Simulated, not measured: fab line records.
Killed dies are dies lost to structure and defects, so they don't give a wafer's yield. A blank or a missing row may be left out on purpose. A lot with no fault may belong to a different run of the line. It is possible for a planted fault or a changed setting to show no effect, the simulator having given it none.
Matching of chambers	flow n5_finfet	N5_BEOL_M1_ETCH_70 on rie_diel-03 has 4 sister chambers
The step etches SOC in N2/H2, target depth 80 nm, overetch 16 nm, time 120 s. 4 wafers are shown with their chamber, then 7 later ones without.

WAFERS PAIRED WITH THEIR CHAMBERS
wafer	chamber	drypump_motor_current_A (A)
L080.4	2	5.6
L086.5	0	5.1
L088.1	3	5.2
L088.3	1	6.4

WAFERS MISSING THEIR CHAMBER
wafer	drypump_motor_current_A (A)
L088.6	6.3
L091.2	5.1
L091.4	6.4
L091.6	5.2
L094.1	5.1
L094.2	5.2
L094.6	5.6

EACH ONE'S CHAMBER
wafer	from the rows above	in truth
L088.6	1	1
L091.2	0	0
L091.4	1	1
L091.6	3	3
L094.1	0	0
L094.2	3	3
L094.6	2	2
Correctly placed: 7 of 7. From these rows, 0 cannot be placed. 0 placed wrongly.
How it was worked out, from the rows above alone: a wafer's distance from a chamber is the root of the sum, over the readings, of the square of ((its reading less the chamber's mean) divided by the reading's scatter). If the next closest chamber is less than 2 further off than the closest, the wafer can't be placed; otherwise it belongs to the closest. A chamber's mean is the mean of its shown wafers. The scatter: root of mean squared gap, hidden wafer to nearest shown wafer, with one shown wafer a chamber.
